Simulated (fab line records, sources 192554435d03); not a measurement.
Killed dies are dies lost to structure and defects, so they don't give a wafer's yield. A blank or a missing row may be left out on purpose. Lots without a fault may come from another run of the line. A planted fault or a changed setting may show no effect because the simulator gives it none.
Split-lot experiment | flow n5_finfet | 7 lots, 21 wafers read, on a route of 1938 steps

THE SPLIT
At N5_PASSIVATION_ETCH_54 (etches SiO2 in CHF3/O2, target depth 880 nm, time 440 s), the setting bias_w was moved away from the recipe's 170 W on 3 of the 21 wafers read, by -16.1% to -11.8%. The other wafers ran this setting at the recipe's value.

The reading is taken at the split's own step.

THE READING
rf_vpp_V, in V, at N5_PASSIVATION_ETCH_54 (etches SiO2 in CHF3/O2, target depth 880 nm, time 440 s). Fault-free wafers of this fab line usually give 522 V, standard deviation 9.5 V.

wafer  | tool, chamber at the split | bias_w as run, W | against the recipe | rf_vpp_V, V | against lot-mates on the recipe
L077.1 | rie_diel-01, 1             | 170              | recipe             | 529         | -
L077.3 | rie_diel-01, 3             | 170              | recipe             | 517         | -
L077.4 | rie_diel-01, 2             | 170              | recipe             | 537         | -
L080.1 | rie_diel-01, 0             | 170              | recipe             | 531         | -
L080.3 | rie_diel-01, 1             | 170              | recipe             | 530         | -
L080.4 | rie_diel-01, 2             | 170              | recipe             | 537         | -
L082.1 | rie_diel-01, 0             | 170              | recipe             | 533         | -
L082.4 | rie_diel-01, 1             | 170              | recipe             | 526         | -
L082.6 | rie_diel-01, 0             | 170              | recipe             | 533         | -
L086.2 | rie_diel-04, 1             | 142.6            | -16.1%             | 438         | -82
L086.4 | rie_diel-04, 3             | 170              | recipe             | 520         | -
L086.6 | rie_diel-04, 3             | 170              | recipe             | 520         | -
L091.1 | rie_diel-02, 2             | 170              | recipe             | 514         | -
L091.2 | rie_diel-02, 3             | 170              | recipe             | 523         | -
L091.3 | rie_diel-02, 1             | 170              | recipe             | 523         | -
L095.2 | rie_diel-04, 1             | 170              | recipe             | 506         | -
L095.3 | rie_diel-04, 0             | 143              | -15.9%             | 465         | -41
L095.6 | rie_diel-04, 1             | 170              | recipe             | 506         | -
L094.3 | rie_diel-01, 3             | 170              | recipe             | 516         | -
L094.5 | rie_diel-01, 3             | 170              | recipe             | 516         | -
L094.6 | rie_diel-01, 1             | 150              | -11.8%             | 477         | -39

THE FIT
A straight line over all 21 wafers: rf_vpp_V changes by +4.37 V for each +1% of bias_w; r = +0.92; the points scatter about the line by 10 V.
The same after taking each lot's own level away (the mean of its wafers on the recipe; 21 wafers): +3.74 V for each +1%; r = +0.93; scatter 7.8 V.
On that fit, the largest move of bias_w shifts the reading by 60 V.
The lots' own levels span 506.0 to 532.7 V, that is 2.8 times the standard deviation above.
So the lot-to-lot level changes the slope: the two fits differ.
Check: with one of the wafers moved furthest among these (-16.1%) left out of the fit, the line predicts -45.8 V for it against its lot-mates. It came out at -82 V against them.
Tool readings at the split's step, against how far the setting was moved: rf_vpp_V r = +0.92.

OTHER SPLITS ON THESE WAFERS
These wafers also went through other splits before the reading. Each is held against what the fit with the lots' levels taken away leaves over:
other split on the same wafers     | wafers away from the commonest value | r with rf_vpp_V (lot level and that fit taken away)
N5_BEOL_M13_EXPOSE_25 dose_mj      | 6                                    | -0.38
N5_BEOL_M14_ETCH_68 time_s         | 8                                    | +0.00
N5_BEOL_M14_SPUTTER_43 time_s      | 7                                    | +0.04
N5_MIM_TOP_LITHO_EXPOSE_05 dose_mj | 6                                    | +0.04

THE WHOLE CHAIN: every reading that the file lists as answering this split, in the file's order
step                   | what it does                                            | reading                                                                       | change (the file's fit)              | r (the file's)
N5_PASSIVATION_ETCH_54 | etches SiO2 in CHF3/O2, target depth 880 nm, time 440 s | rf_vpp_V                                                                      | +3.73 V for each +1% of the setting  | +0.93
N5_PASSIVATION_ETCH_54 | etches SiO2 in CHF3/O2, target depth 880 nm, time 440 s | PASSIVATION.feature_depth_nm (the simulator's own value, which no gauge read) | +3.15 nm for each +1% of the setting | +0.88
N5_PASSIVATION_ETCH_54 | etches SiO2 in CHF3/O2, target depth 880 nm, time 440 s | etch.depth_nm (the simulator's own value, which no gauge read)                | +3.15 nm for each +1% of the setting | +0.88

THE FILE'S OWN FIT
rf_vpp_V changes by +3.73 V for each +1% of bias_w, r = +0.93.
